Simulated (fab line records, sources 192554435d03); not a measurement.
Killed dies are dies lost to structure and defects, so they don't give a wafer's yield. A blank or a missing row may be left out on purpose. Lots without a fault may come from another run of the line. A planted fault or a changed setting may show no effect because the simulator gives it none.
Split-lot experiment | flow n5_finfet | 7 lots, 21 wafers read, on a route of 1938 steps

THE SPLIT
At N5_BEOL_M4_COAT_22 (resist thk 30 nm), the setting spin_rpm was moved away from the recipe's 1500 rpm on 4 of the 21 wafers read, by -8.1% to +3.7%. The other wafers ran this setting at the recipe's value.

FROM THE SPLIT TO THE READING: what the file shows between them, 6 steps
- N5_BEOL_M4_EBR_24
- N5_BEOL_M4_SOFTBAKE_23: time 60 s
- N5_BEOL_M4_EXPOSE_25: exposes mask V3, defocus 5 nm
- N5_BEOL_M4_PEB_26: peb time 60 s
- N5_BEOL_M4_DEVELOP_27: develop time 30 s
- N5_BEOL_M4_DESCUM_33: chemistry O2, time 7 s (also split here: time_s)

THE READING
CAR-EUV_of_BEOL_M4_COAT_22.thk_nm (the simulator's own value, which no gauge read), in nm, at N5_BEOL_M4_ETCH_77 (etches underlayer in N2/H2, target depth 6.5 nm, time 5.2 s). The file gives no usual value for it. The 17 wafers here that ran the recipe average 20.1 nm, standard deviation 0.17 nm.

wafer  | tool, chamber at the split | spin_rpm as run, rpm | against the recipe | CAR-EUV_of_BEOL_M4_COAT_22.thk_nm, nm | against lot-mates on the recipe
L078.1 | litho_track-01, 0          | 1500                 | recipe             | 20                                    | -
L078.6 | litho_track-01, 0          | 1500                 | recipe             | 20                                    | -
L078.2 | litho_track-01, 0          | 1500                 | recipe             | 20.2                                  | -
L080.1 | litho_track-01, 0          | 1500                 | recipe             | 20.2                                  | -
L080.2 | litho_track-01, 0          | 1500                 | recipe             | 20.2                                  | -
L080.6 | litho_track-01, 0          | 1555                 | +3.7%              | 19.6                                  | -0.6
L092.1 | litho_track-04, 0          | 1500                 | recipe             | 20.2                                  | -
L092.3 | litho_track-04, 0          | 1500                 | recipe             | 20.2                                  | -
L092.4 | litho_track-04, 0          | 1500                 | recipe             | 20.2                                  | -
L093.2 | litho_track-04, 0          | 1500                 | recipe             | 20.2                                  | -
L093.5 | litho_track-04, 0          | 1500                 | recipe             | 19.8                                  | -
L093.6 | litho_track-04, 0          | 1378                 | -8.1%              | 21.8                                  | +1.8
L094.3 | litho_track-03, 0          | 1500                 | recipe             | 20.2                                  | -
L094.5 | litho_track-03, 0          | 1500                 | recipe             | 20.2                                  | -
L094.4 | litho_track-03, 0          | 1500                 | recipe             | 19.6                                  | -
L096.1 | litho_track-01, 0          | 1500                 | recipe             | 20.2                                  | -
L096.5 | litho_track-01, 0          | 1500                 | recipe             | 20.2                                  | -
L096.6 | litho_track-01, 0          | 1500                 | recipe             | 20.2                                  | -
L097.2 | litho_track-03, 0          | 1403                 | -6.5%              | 21                                    | +0.8
L097.4 | litho_track-03, 0          | 1500                 | recipe             | 20.2                                  | -
L097.5 | litho_track-03, 0          | 1403                 | -6.5%              | 21.2                                  | +1.0

THE FIT
A straight line over all 21 wafers: CAR-EUV_of_BEOL_M4_COAT_22.thk_nm changes by -0.173 nm for each +1% of spin_rpm; r = -0.94; the points scatter about the line by 0.18 nm.
The same after taking each lot's own level away (the mean of its wafers on the recipe; 21 wafers): -0.175 nm for each +1%; r = -0.94; scatter 0.18 nm.
On that fit, the largest move of spin_rpm shifts the reading by 1.4 nm.
The lots' own levels span 20.00 to 20.20 nm, that is 1.2 times the standard deviation above.
So the lot-to-lot level changes the slope little: the two slopes agree.
Check: with one of the wafers moved furthest among these (-8.1%) left out of the fit, the line predicts +1.16 nm for it against its lot-mates. It came out at +1.8 nm against them.

OTHER SPLITS ON THESE WAFERS
These wafers also went through other splits before the reading. Each is held against what the fit with the lots' levels taken away leaves over:
other split on the same wafers         | wafers away from the commonest value | r with CAR-EUV_of_BEOL_M4_COAT_22.thk_nm (lot level and that fit taken away)
N5_MOL_CONTACT_COAG_VIA_ETCH_46 bias_w | 9                                    | -0.16
N5_BEOL_M0_SAQP_SPACER1_ALD_98 temp_c  | 7                                    | +0.29
N5_BEOL_M0_SAQP_ETCH_107 source_w      | 8                                    | +0.07
N5_BEOL_M1_COAT_61 spin_rpm            | 6                                    | +0.10
N5_BEOL_M3_COAT_22 spin_rpm            | 4                                    | +0.29
N5_BEOL_M3_EXPOSE_25 dose_mj           | 6                                    | -0.23
N5_BEOL_M4_DESCUM_33 time_s            | 5                                    | -0.64

THE WHOLE CHAIN: every reading that the file lists as answering this split, in the file's order
step                   | what it does                                                | reading                                                                            | change (the file's fit)                                                                | r (the file's)
N5_BEOL_M4_COAT_22     | resist thk 30 nm                                            | CAR-EUV_of_BEOL_M4_COAT_22.thk_nm (the simulator's own value, which no gauge read) | -0.161 nm for each +1% of the setting                                                  | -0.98
N5_BEOL_M4_DEVELOP_27  | develop time 30 s                                           | CAR-EUV_of_BEOL_M4_COAT_22.thk_nm (the simulator's own value, which no gauge read) | -0.177 nm for each +1% of the setting                                                  | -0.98
N5_BEOL_M4_ETCH_77     | etches underlayer in N2/H2, target depth 6.5 nm, time 5.2 s | CAR-EUV_of_BEOL_M4_COAT_22.thk_nm (the simulator's own value, which no gauge read) | -0.187 nm for each +1% of the setting                                                  | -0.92
N5_BEOL_M4_DESCUM_33   | chemistry O2, time 7 s                                      | CAR-EUV_of_BEOL_M4_COAT_22.thk_nm (the simulator's own value, which no gauge read) | -0.159 nm for each +1% of the setting, in a fit together with time_s@BEOL_M4_DESCUM_33 | 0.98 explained
N5_BEOL_M4_ETCH_69     | etches SiARC in CF4, target depth 15.6 nm, time 26 s        | CAR-EUV_of_BEOL_M4_COAT_22.thk_nm (the simulator's own value, which no gauge read) | -0.163 nm for each +1% of the setting, in a fit together with time_s@BEOL_M4_DESCUM_33 | 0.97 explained
N5_BEOL_M4_ETCHBACK_99 | etches SiO2 in CHF3, target depth 5 nm, time 10.4 s         | CAR-EUV_of_BEOL_M4_COAT_22.thk_nm (the simulator's own value, which no gauge read) | -0.171 nm for each +1% of the setting, in a fit together with time_s@BEOL_M4_DESCUM_33 | 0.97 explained

THE FILE'S OWN FIT
CAR-EUV_of_BEOL_M4_COAT_22.thk_nm changes by -0.187 nm for each +1% of spin_rpm, r = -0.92.
